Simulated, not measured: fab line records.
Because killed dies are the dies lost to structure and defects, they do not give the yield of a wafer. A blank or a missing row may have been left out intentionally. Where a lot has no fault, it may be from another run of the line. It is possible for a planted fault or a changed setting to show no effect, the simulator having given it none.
Which tool is to blame? / flow nandHarc / 36 wafers from 12 lots sampled at 5 of the route's 1159 steps

== WHAT THE GAUGES SHOWED, per wafer ==
NHARC_P_M2_INSPECT_27.
lot=L230; measured=day 6 06:37; on=defectInspect-01; rawDefectCount=205 159 212
lot=L232; measured=day 6 16:40; on=defectInspect-01; rawDefectCount=323 364 280
lot=L237; measured=day 8 05:53; on=defectInspect-02; rawDefectCount=333 272 136
lot=L238; measured=day 8 06:11; on=defectInspect-02; rawDefectCount=323 397 428
lot=L239; measured=day 8 17:37; on=defectInspect-02; rawDefectCount=398 216 260
lot=L240; measured=day 8 18:34; on=defectInspect-01; rawDefectCount=240 306 309
lot=L242; measured=day 9 09:12; on=defectInspect-01; rawDefectCount=499 399 191
lot=L244; measured=day 9 17:54; on=defectInspect-01; rawDefectCount=184 261 294
lot=L245; measured=day 10 08:08; on=defectInspect-01; rawDefectCount=252 297 286
lot=L250; measured=day 11 05:24; on=defectInspect-01; rawDefectCount=256 187 178
lot=L252; measured=day 11 14:35; on=defectInspect-02; rawDefectCount=370 522 371
lot=L253; measured=day 11 18:01; on=defectInspect-01; rawDefectCount=274 404 220

NHARC_END_SORT_01.
lot=L230; measured=day 20 03:23; on=prober-01; defectLimitedYield (%)=96.6 96.8 96.6; killedAtArray=21 19 19; killedAtOther=0 0 2; killedAtPeriphery=2 3 2; killedDies=23 22 23; killedOpen=3 4 2; killedShort=1 1 2; sort_bin_2_pct (%)=1.6 0.4 1.2; sort_bin_3_pct (%)=0 0 0; sort_bin_4_pct (%)=1.8 2.8 2.2; sortNPass=654 655 654; sortRimYieldPct (%)=100.0 100.0 97.2; sortYieldPct (%)=96.6 96.8 96.6
lot=L232; measured=day 19 14:07; on=prober-02; defectLimitedYield (%)=95.4 96.0 96.6; killedAtArray=27 18 16; killedAtOther=0 1 1; killedAtPeriphery=4 8 6; killedDies=31 27 23; killedOpen=4 3 5; killedShort=5 4 1; sort_bin_2_pct (%)=1.6 1.0 1.2; sort_bin_3_pct (%)=0.15 0 0.30; sort_bin_4_pct (%)=2.8 3.0 1.9; sortNPass=646 650 654; sortRimYieldPct (%)=93.4 93.4 99.1; sortYieldPct (%)=95.4 96.0 96.6
lot=L237; measured=day 21 04:43; on=prober-02; defectLimitedYield (%)=92.9 91.9 92.5; killedAtArray=44 49 42; killedAtOther=2 2 1; killedAtPeriphery=2 4 8; killedDies=48 55 51; killedOpen=6 4 7; killedShort=2 3 1; sort_bin_2_pct (%)=1.8 2.1 3.0; sort_bin_3_pct (%)=0.59 0.74 0.44; sort_bin_4_pct (%)=4.7 5.3 4.1; sortNPass=629 622 626; sortRimYieldPct (%)=94.3 91.5 94.3; sortYieldPct (%)=92.9 91.9 92.5
lot=L238; measured=day 21 04:43; on=prober-01; defectLimitedYield (%)=97.8 97.0 97.2; killedAtArray=11 12 12; killedAtOther=2 0 1; killedAtPeriphery=2 8 6; killedDies=15 20 19; killedOpen=5 4 3; killedShort=0 4 1; sort_bin_2_pct (%)=0.9 0.7 1.0; sort_bin_3_pct (%)=0.15 0.30 0.15; sort_bin_4_pct (%)=1.2 1.9 1.6; sortNPass=662 657 658; sortRimYieldPct (%)=100.0 97.2 97.2; sortYieldPct (%)=97.8 97.0 97.2
lot=L239; measured=day 21 20:23; on=prober-02; defectLimitedYield (%)=95.6 96.3 96.3; killedAtArray=28 23 22; killedAtOther=1 2 1; killedAtPeriphery=1 0 2; killedDies=30 25 25; killedOpen=4 0 2; killedShort=1 1 0; sort_bin_2_pct (%)=1.2 0.6 1.5; sort_bin_3_pct (%)=0 0.15 0.15; sort_bin_4_pct (%)=3.2 3.0 2.1; sortNPass=647 652 652; sortRimYieldPct (%)=98.1 100.0 97.2; sortYieldPct (%)=95.6 96.3 96.3
lot=L240; measured=day 21 12:50; on=prober-01; defectLimitedYield (%)=97.2 97.8 97.3; killedAtArray=10 9 13; killedAtOther=3 1 0; killedAtPeriphery=6 5 5; killedDies=19 15 18; killedOpen=4 1 3; killedShort=0 1 1; sort_bin_2_pct (%)=0.7 0.7 1.0; sort_bin_3_pct (%)=0.15 0.15 0.15; sort_bin_4_pct (%)=1.9 1.3 1.5; sortNPass=658 662 659; sortRimYieldPct (%)=99.1 99.1 96.2; sortYieldPct (%)=97.2 97.8 97.3
lot=L242; measured=day 22 13:31; on=prober-01; defectLimitedYield (%)=0 0 0; killedAtArray=24 12 13; killedAtOther=0 0 0; killedAtPeriphery=653 665 664; killedDies=677 677 677; killedOpen=8 3 3; killedShort=7 0 3; sort_bin_2_pct (%)=97.3 98.5 98.4; sort_bin_3_pct (%)=0.30 0.15 0.15; sort_bin_4_pct (%)=2.4 1.3 1.5; sortNPass=0 0 0; sortRimYieldPct (%)=0 0 0; sortYieldPct (%)=0 0 0
lot=L244; measured=day 22 13:32; on=prober-02; defectLimitedYield (%)=0 0 0; killedAtArray=30 36 32; killedAtOther=0 1 0; killedAtPeriphery=647 640 645; killedDies=677 677 677; killedOpen=1 2 2; killedShort=1 3 3; sort_bin_2_pct (%)=97.5 95.9 96.2; sort_bin_3_pct (%)=0.59 0.15 0; sort_bin_4_pct (%)=1.9 4.0 3.8; sortNPass=0 0 0; sortRimYieldPct (%)=0 0 0; sortYieldPct (%)=0 0 0
lot=L245; measured=day 23 04:05; on=prober-02; defectLimitedYield (%)=0 0 0; killedAtArray=43 40 44; killedAtOther=3 1 1; killedAtPeriphery=631 636 632; killedDies=677 677 677; killedOpen=4 5 9; killedShort=3 6 3; sort_bin_2_pct (%)=94.7 95.9 95.7; sort_bin_3_pct (%)=0 0.15 0.15; sort_bin_4_pct (%)=5.3 4.0 4.1; sortNPass=0 0 0; sortRimYieldPct (%)=0 0 0; sortYieldPct (%)=0 0 0
lot=L250; measured=day 23 22:16; on=prober-01; defectLimitedYield (%)=96.8 97.3 96.8; killedAtArray=15 16 14; killedAtOther=1 0 2; killedAtPeriphery=6 2 6; killedDies=22 18 22; killedOpen=5 3 7; killedShort=1 1 1; sort_bin_2_pct (%)=1.0 1.0 1.2; sort_bin_3_pct (%)=0.15 0.30 0; sort_bin_4_pct (%)=2.1 1.3 2.1; sortNPass=655 659 655; sortRimYieldPct (%)=98.1 97.2 99.1; sortYieldPct (%)=96.8 97.3 96.8
lot=L252; measured=day 24 07:40; on=prober-02; defectLimitedYield (%)=95.1 93.5 94.2; killedAtArray=30 41 37; killedAtOther=0 0 0; killedAtPeriphery=3 3 2; killedDies=33 44 39; killedOpen=3 6 1; killedShort=2 3 0; sort_bin_2_pct (%)=1.6 2.7 1.3; sort_bin_3_pct (%)=0.15 0.30 0.59; sort_bin_4_pct (%)=3.1 3.5 3.8; sortNPass=644 633 638; sortRimYieldPct (%)=100.0 96.2 97.2; sortYieldPct (%)=95.1 93.5 94.2
lot=L253; measured=day 24 06:50; on=prober-01; defectLimitedYield (%)=94.1 93.4 92.6; killedAtArray=32 42 46; killedAtOther=0 0 1; killedAtPeriphery=8 3 3; killedDies=40 45 50; killedOpen=2 5 7; killedShort=5 1 2; sort_bin_2_pct (%)=1.6 2.4 2.8; sort_bin_3_pct (%)=0.44 0.15 0.15; sort_bin_4_pct (%)=3.8 4.1 4.4; sortNPass=637 632 627; sortRimYieldPct (%)=96.2 95.3 96.2; sortYieldPct (%)=94.1 93.4 92.6

== WHAT TOOL EACH LOT RAN ON (gives the tool, then ch and the chambers of the sampled wafers, and finally the start) ==
lot=L230; NHARC_P_M2_PVD_21=pvdSputter-01, day 6 05:16; NHARC_P_M2_DEP_33=pecvd-04 ch 0,1, day 6 06:50; NHARC_P_BONDPAD_CMP_32=cmp-04 ch 1,3, day 6 07:47
lot=L232; NHARC_P_M2_PVD_21=pvdSputter-02, day 6 15:02; NHARC_P_M2_DEP_33=pecvd-04 ch 0,1,2, day 6 16:51; NHARC_P_BONDPAD_CMP_32=cmp-04 ch 2,3, day 6 17:38
lot=L237; NHARC_P_M2_PVD_21=pvdSputter-03, day 8 04:32; NHARC_P_M2_DEP_33=pecvd-02 ch 0,1, day 8 06:04; NHARC_P_BONDPAD_CMP_32=cmp-02 ch 0,2, day 8 06:50
lot=L238; NHARC_P_M2_PVD_21=pvdSputter-02, day 8 04:53; NHARC_P_M2_DEP_33=pecvd-03 ch 1,2, day 8 06:22; NHARC_P_BONDPAD_CMP_32=cmp-01 ch 0,1,2, day 8 07:29
lot=L239; NHARC_P_M2_PVD_21=pvdSputter-02, day 8 16:17; NHARC_P_M2_DEP_33=pecvd-03 ch 0,1, day 8 17:46; NHARC_P_BONDPAD_CMP_32=cmp-04 ch 1,2,3, day 8 18:37
lot=L240; NHARC_P_M2_PVD_21=pvdSputter-03, day 8 16:44; NHARC_P_M2_DEP_33=pecvd-03 ch 0,1,2, day 8 18:48; NHARC_P_BONDPAD_CMP_32=cmp-02 ch 0,1,2, day 8 19:35
lot=L242; NHARC_P_M2_PVD_21=pvdSputter-03, day 9 07:52; NHARC_P_M2_DEP_33=pecvd-03 ch 0,1, day 9 09:33; NHARC_P_BONDPAD_CMP_32=-
lot=L244; NHARC_P_M2_PVD_21=pvdSputter-01, day 9 16:35; NHARC_P_M2_DEP_33=pecvd-02 ch 0,2, day 9 18:03; NHARC_P_BONDPAD_CMP_32=-
lot=L245; NHARC_P_M2_PVD_21=pvdSputter-01, day 10 06:44; NHARC_P_M2_DEP_33=pecvd-03 ch 0,1, day 10 08:16; NHARC_P_BONDPAD_CMP_32=-
lot=L250; NHARC_P_M2_PVD_21=pvdSputter-03, day 11 03:46; NHARC_P_M2_DEP_33=pecvd-03 ch 0,1, day 11 06:31; NHARC_P_BONDPAD_CMP_32=cmp-01 ch 0,1,2, day 11 07:27
lot=L252; NHARC_P_M2_PVD_21=pvdSputter-02, day 11 13:04; NHARC_P_M2_DEP_33=pecvd-03 ch 1,2, day 11 14:44; NHARC_P_BONDPAD_CMP_32=cmp-04 ch 2,3, day 11 15:34
lot=L253; NHARC_P_M2_PVD_21=pvdSputter-02, day 11 16:41; NHARC_P_M2_DEP_33=pecvd-03 ch 1,2, day 11 18:21; NHARC_P_BONDPAD_CMP_32=cmp-04 ch 0,2, day 11 19:07
- NHARC_P_M2_PVD_21: deposits Cu, target thk 30 nm, time 20.49 s.
- NHARC_P_M2_DEP_33: deposits SiCN, target thk 30 nm.
- NHARC_P_BONDPAD_CMP_32: polishes SiCN, target thk 200 nm.

== AS READ BY THE TOOLS THEMSELVES (means over the sampled wafers that have a number; for cases with no such wafer, the mark the record gives instead) ==
NHARC_P_M2_PVD_21.
lot=L230; tool=pvdSputter-01; cathodeDcPowerW (W)=5000.7; chamberPressurePa (Pa)=5.024; throttleValvePct (%)=29.4
lot=L232; tool=pvdSputter-02; cathodeDcPowerW (W)=4999.5; chamberPressurePa (Pa)=4.999; throttleValvePct (%)=29.5
lot=L237; tool=pvdSputter-03; cathodeDcPowerW (W)=5000.8; chamberPressurePa (Pa)=5.004; throttleValvePct (%)=29.7
lot=L238; tool=pvdSputter-02; cathodeDcPowerW (W)=4999.9; chamberPressurePa (Pa)=4.991; throttleValvePct (%)=29.5
lot=L239; tool=pvdSputter-02; cathodeDcPowerW (W)=5000.3; chamberPressurePa (Pa)=4.986; throttleValvePct (%)=29.1
lot=L240; tool=pvdSputter-03; cathodeDcPowerW (W)=5000.5; chamberPressurePa (Pa)=4.998; throttleValvePct (%)=29.9
lot=L242; tool=pvdSputter-03; cathodeDcPowerW (W)=-; chamberPressurePa (Pa)=-; throttleValvePct (%)=-
lot=L244; tool=pvdSputter-01; cathodeDcPowerW (W)=-; chamberPressurePa (Pa)=-; throttleValvePct (%)=-
lot=L245; tool=pvdSputter-01; cathodeDcPowerW (W)=-; chamberPressurePa (Pa)=-; throttleValvePct (%)=-
lot=L250; tool=pvdSputter-03; cathodeDcPowerW (W)=4999.2; chamberPressurePa (Pa)=5.004; throttleValvePct (%)=29.9
lot=L252; tool=pvdSputter-02; cathodeDcPowerW (W)=4999.6; chamberPressurePa (Pa)=4.992; throttleValvePct (%)=29.0
lot=L253; tool=pvdSputter-02; cathodeDcPowerW (W)=5000.7; chamberPressurePa (Pa)=4.997; throttleValvePct (%)=29.0

NHARC_P_M2_DEP_33.
lot=L230; tool=pecvd-04; chamberPressureTorr (Torr)=3.005; heaterPowerW (W)=695; rfFwdPowerW (W)=448.9
lot=L232; tool=pecvd-04; chamberPressureTorr (Torr)=2.998; heaterPowerW (W)=625; rfFwdPowerW (W)=449.3
lot=L237; tool=pecvd-02; chamberPressureTorr (Torr)=2.995; heaterPowerW (W)=619; rfFwdPowerW (W)=449.4
lot=L238; tool=pecvd-03; chamberPressureTorr (Torr)=2.995; heaterPowerW (W)=556; rfFwdPowerW (W)=447.4
lot=L239; tool=pecvd-03; chamberPressureTorr (Torr)=3.002; heaterPowerW (W)=625; rfFwdPowerW (W)=449.2
lot=L240; tool=pecvd-03; chamberPressureTorr (Torr)=3.003; heaterPowerW (W)=583; rfFwdPowerW (W)=449.8
lot=L242; tool=pecvd-03; chamberPressureTorr (Torr)=3.001; heaterPowerW (W)=633; rfFwdPowerW (W)=450.0
lot=L244; tool=pecvd-02; chamberPressureTorr (Torr)=3.005; heaterPowerW (W)=626; rfFwdPowerW (W)=448.6
lot=L245; tool=pecvd-03; chamberPressureTorr (Torr)=3.005; heaterPowerW (W)=616; rfFwdPowerW (W)=450.4
lot=L250; tool=pecvd-03; chamberPressureTorr (Torr)=3.000; heaterPowerW (W)=639; rfFwdPowerW (W)=449.6
lot=L252; tool=pecvd-03; chamberPressureTorr (Torr)=3.000; heaterPowerW (W)=581; rfFwdPowerW (W)=447.8
lot=L253; tool=pecvd-03; chamberPressureTorr (Torr)=3.001; heaterPowerW (W)=579; rfFwdPowerW (W)=449.4

NHARC_P_BONDPAD_CMP_32.
lot=L230; tool=cmp-04; motorCurrentA (A)=10.3; retainingRingPressureFrac=0.993
lot=L232; tool=cmp-04; motorCurrentA (A)=10.5; retainingRingPressureFrac=1.000
lot=L237; tool=cmp-02; motorCurrentA (A)=11.1; retainingRingPressureFrac=1.000
lot=L238; tool=cmp-01; motorCurrentA (A)=12.2; retainingRingPressureFrac=0.999
lot=L239; tool=cmp-04; motorCurrentA (A)=10.8; retainingRingPressureFrac=1.004
lot=L240; tool=cmp-02; motorCurrentA (A)=11.7; retainingRingPressureFrac=0.998
lot=L250; tool=cmp-01; motorCurrentA (A)=12.1; retainingRingPressureFrac=0.999
lot=L252; tool=cmp-04; motorCurrentA (A)=10.8; retainingRingPressureFrac=1.000
lot=L253; tool=cmp-04; motorCurrentA (A)=11.9; retainingRingPressureFrac=0.998

== THE ANSWER, worked out from the rows above alone ==
Rule: the usual values come from the lots themselves. Put in order of their means at a reading, lots are off if they are a third of the lots or fewer, leave a main group of 4 or more, and stand apart from it by a gap of 3 or more times the standard deviation of the main group's means; of several such gaps the widest counts. If all means in a main group match to the digits the tables above print for the reading, that group is not used. A lot without any number at a reading at which 4 lots or more have one is off too. All remaining lots with rows at the step are treated as sound. The gauges are gone through in route order, then the tools' own readings, and for those a lot's mean is taken as printed above. At the first step where some lot is off, the reading lying furthest off is the one used; lots without a number count as furthest.
Off: L242, L244, L245, at NHARC_END_SORT_01 (killedAtPeriphery). Main group: mean 4.1, sd 1.6.
A tool fits if, at a process step before that reading, it ran every lot that is off, and no sound lot after the first of them. The gauges at NHARC_END_SORT_01 aren't tried: what is off there is off at NHARC_P_M2_PVD_21 too, on other tools, and a gauge's error can't cause that. Not one of the candidates tried fits.

== WHAT THE SIMULATOR HAD PUT IN ==
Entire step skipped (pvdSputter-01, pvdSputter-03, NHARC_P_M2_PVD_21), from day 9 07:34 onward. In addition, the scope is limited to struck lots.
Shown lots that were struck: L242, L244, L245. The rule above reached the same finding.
